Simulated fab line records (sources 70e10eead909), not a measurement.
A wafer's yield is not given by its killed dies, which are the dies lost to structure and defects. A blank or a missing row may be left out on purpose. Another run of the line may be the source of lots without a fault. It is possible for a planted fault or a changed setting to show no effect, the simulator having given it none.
Struck lot and sound lot, side by side ; flow nand_harc ; 14 out of 1302 route steps
Sound: the wafers L537.3, L537.4, L537.5. The struck wafers were L547.1, L547.5, L547.6. Last of all comes the cause.
Per side, at each step with rows, come the tool, then ch with its chambers, and then its first start. Under that, the readings that differ: sound wafers ; struck wafers ; difference of the means ; sigmas: that difference in standard deviations of wafers without a fault.
alike: words and numbers the same on both sides, and readings whose means are apart by under 2 such deviations; not compared: readings that were withheld, readings missing a value for some wafer, numbers with overlapping values and no deviation given by the record, and bounds like >300 which may hide the same value.
Wherever a step has rows on one side only, a row that says differs or no value, or a row with sigmas, the two part there. When numbers do not overlap yet have no deviation, they are printed without sigmas and do not part them. A reading that every wafer of one side lacks parts them only if that side has two wafers or more.

NHARC_P_M1_CMP_23: polishes, t overpolish 20 s, target thk 157.82 nm.
  sound on cmp-03 ch 0,1,3, day 6 04:16; struck on cmp-02 ch 0,1, day 10 22:47
  alike: motor_current_A, time_to_endpoint_s
  not compared: pad_life_wafers
NHARC_P_M1_THK_MEAS_24: measures by xrf.
  sound: film_metro-02 at day 6 04:32; struck: film_metro-02 at day 10 23:06
  alike: thk_nm
then, 1 step without rows for these wafers: NHARC_P_M1_SRD_25.
NHARC_P_M1_INSPECT_27:
  sound: defect_inspect-02 at day 6 04:47; struck: defect_inspect-02 at day 10 23:15
  alike: raw_defect_count
NHARC_P_M1_PRE_CLEAN_32: time 12 s.
  sound on pecvd-02 ch 1,2, day 6 04:52; struck on pecvd-04 ch 0,1,2, day 10 23:20
  alike: heater_power_w
NHARC_P_M1_DEP_33: deposits SiCN, target thk 30 nm.
  sound on pecvd-02 ch 1,2, day 6 04:58; struck on pecvd-04 ch 0,1,2, day 10 23:26
  alike: heater_power_w
then, 5 steps without rows for these wafers: NHARC_P_M2_DEP_00 (deposits SiOC, target thk 182.5 nm); NHARC_P_M2_DEHYDRATE_01 (time 120 s); NHARC_P_M2_HMDS_02 (time 30 s); NHARC_P_M2_COAT_34 (time 65 s); NHARC_P_M2_COAT_03 (resist thk 90 nm).
NHARC_P_M2_SOFTBAKE_04: time 55 s.
  sound on litho_track-06 ch 0, day 6 05:00; struck on litho_track-04 ch 0, day 11 00:00
reading;sound;struck;difference;sigmas
heater_power_total_W (W);188.56 188.67 188.59;212.54 212.90 212.61;+24.08;+99 or more
then, 1 step without rows for these wafers: NHARC_P_M2_EBR_05.
-- jump in the record: it breaks off in module P_M2 and resumes in module END (first step shown: number 1302 of the route), and 18 days separate the struck wafers' starts before and after --
NHARC_END_SORT_01:
  sound on prober-02 ch 0, day 23 20:46; struck on prober-02 ch 0, day 29 05:25
  alike: defect_limited_yield, killed_at_array, killed_at_other, killed_at_periphery, killed_dies, killed_open, killed_short

== WHERE THEY PART ==
Only at NHARC_P_M2_SOFTBAKE_04, within this record. Later steps at which nothing parts them and some readings are alike: NHARC_END_SORT_01.

WHY: what the simulator had put in
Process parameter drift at NHARC_P_M2_SOFTBAKE_04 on litho_track-04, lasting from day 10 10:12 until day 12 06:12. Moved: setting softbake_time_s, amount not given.
